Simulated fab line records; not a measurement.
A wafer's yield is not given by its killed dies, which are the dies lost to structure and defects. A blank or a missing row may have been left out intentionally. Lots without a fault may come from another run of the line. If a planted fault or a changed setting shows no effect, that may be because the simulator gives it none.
Struck lot and sound lot, side by side    flow n5-finfet    22 out of 1938 route steps
Sound: the wafers L685.2, L685.5, L685.6. Struck: wafer L691.3 (left out: L691.2, a lot-mate that was not struck); the cause follows at the end.
Order at every step that has rows: each side's tool, ch and its chambers, its first start. Under that, the readings that differ: sound wafers    struck wafers    difference of the means    sigmas: that difference in standard deviations of wafers without a fault.
alike: readings with means less than 2 such deviations apart, plus words and numbers identical on both sides. not compared: withheld readings, readings lacking a value on some wafer, bounds such as >300 that could conceal the same value, and numbers that have no deviation in the record and whose values overlap.
A row with sigmas, a row that says differs or no value, or rows on one side alone: a step with any of these is where the two part. Numbers that don't overlap but have no deviation are shown without sigmas and don't part them. A reading that every wafer of one side lacks parts them only if that side has two wafers or more.

first, 4 steps without rows for these wafers: N5_BEOL_M4_ANNEAL_87 (time 240 s); N5_BEOL_M4_SPUTTER_88 (material Cu, target thk 4.5 nm, time 8.29 s); N5_BEOL_M4_ANNEAL_89 (time 240 s); N5_BEOL_M4_SPUTTER_90 (material Cu, target thk 4.5 nm, time 8.29 s).
N5_BEOL_M4_ANNEAL_91: time 240 s.
  sound on pvd-sputter-01, day 9 21:23; struck on pvd-sputter-01, day 11 13:52
  alike: heater-power-w
then, 2 steps without rows for these wafers: N5_BEOL_M4_SPUTTER_92 (material Cu, target thk 4.5 nm, time 8.29 s); N5_BEOL_M4_ANNEAL_93 (time 240 s).
N5_BEOL_M4_SPUTTER_94: material Cu, target thk 4.5 nm, time 8.29 s.
  sound on pvd-sputter-01, day 9 21:45; struck on pvd-sputter-01, day 11 14:14
  alike: throttle-valve-pct
then, 3 steps without rows for these wafers: N5_BEOL_M4_ANNEAL_95 (time 240 s); N5_BEOL_M4_SPUTTER_96 (material Cu, target thk 4.5 nm, time 8.29 s); N5_BEOL_M4_ECD_50 (material Cu, target thk 300 nm).
N5_BEOL_M4_ANNEAL_51: time 90 s.
  sound on rtp-anneal-01 ch 0, day 9 22:13; struck on rtp-anneal-02 ch 0, day 11 14:41
  alike: wafer_temp_C_max
N5_BEOL_M4_CMP_52: polishes, stops on SiOC, t overpolish 6.8 s, target thk 40 nm.
  sound on cmp-01 ch 2,3, day 9 22:28; struck on cmp-04 ch 2, day 11 15:01
reading                       sound              struck  difference  sigmas
barrier-field-endpoint-s (s)  24.8 24.7 25.0     41.3    +16.5       +22
overpolish-run-s (s)          6.798 6.789 6.803  0.040   -6.757      -99 or more
slurry-flow-ml-min            149.3 149.1 149.5  150.5   +1.2        +2
time-to-endpoint-s (s)        62 61 61           81      +20         +5
  alike: clearing-platen-down-force-psi, motor-current-A
  not compared: model.SiOC_of_BEOL_M4_ILD_DEP_00.thk-nm
N5_BEOL_M4_THK_MEAS_53: measures by xrf.
  sound on film-metro-01, day 9 22:45; struck on film-metro-01, day 11 15:14
reading      sound           struck  difference  sigmas
M4_THK (nm)  42.0 41.0 43.8  149.8   +107.5      +63
then, 1 step without rows for these wafers: N5_BEOL_M4_PRE_CLEAN_60 (time 15 s).
N5_BEOL_M4_CO_CAP_55: material Co, precursor CCTBA/H2, target thk 2 nm, time 102.1 s.
  sound on cvd-co-02 ch 0,1,2, day 9 22:50; struck on cvd-co-02 ch 0, day 11 15:19
  alike: heater-power-w
then, 2 steps without rows for these wafers: N5_BEOL_M4_PRE_CLEAN_56 (time 15 s); N5_BEOL_M4_DEP_57 (deposits SiCN from 3MS/NH3, target thk 8 nm, time 14 s).
N5_BEOL_M4_INSPECT_59: inspects for defects (darkfield).
  sound on defect-inspect-01, day 9 23:04; struck on defect-inspect-02, day 11 15:31
reading           sound     struck  difference  sigmas
raw-defect-count  98 76 80  5059    +4974       +99 or more
N5_BEOL_M4_RC_MEAS_101:
  the record has rows for the sound wafers here (prober-01 ch 0, day 9 23:15) and none for the struck ones
N5_BEOL_M5_ILD_DEP_00: deposits SiCOH lowk from DEMS/porogen, target thk 140.64 nm, time 25.9 s.
  the record has rows for the sound wafers here (pecvd-04 ch 0,2, day 10 00:04) and none for the struck ones
-- record jumps: 5 days separate the struck wafers' starts on either side; left off in module BEOL_M5, taken up again in module PASSIVATION, whose first shown step is the route's number 1936 --
N5_PASSIVATION_PROBE_49:
  sound on prober-02, day 16 01:56; struck on prober-02, day 16 06:40
reading                   sound           struck  difference  sigmas
defect-limited-yield (%)  90.8 89.7 89.7  0       -90         -60
killed_at_M4_up           20 3 10         1095    +1084       +99 or more
killed-dies               109 122 122     1180    +1062       +59
killed-on-rim             15 16 24        152     +134        +28
sort-n-pass               1071 1058 1058  0       -1062       -59
sort-yield-pct (%)        90.8 89.7 89.7  0       -90         -60
  alike: killed_at_M0_to_M3, killed-at-contacts, killed-at-front-end, killed-at-other, killed-open, killed-short, sort_bin_5_function, sort_bin_6_memory

== WHERE THEY PART ==
At N5_BEOL_M4_CMP_52 first; at N5_PASSIVATION_PROBE_49 last (within this record only).

WHY: whatever the simulator had introduced
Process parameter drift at N5_BEOL_M4_CMP_52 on cmp-04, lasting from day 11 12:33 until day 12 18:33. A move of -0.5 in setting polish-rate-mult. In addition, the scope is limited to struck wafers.
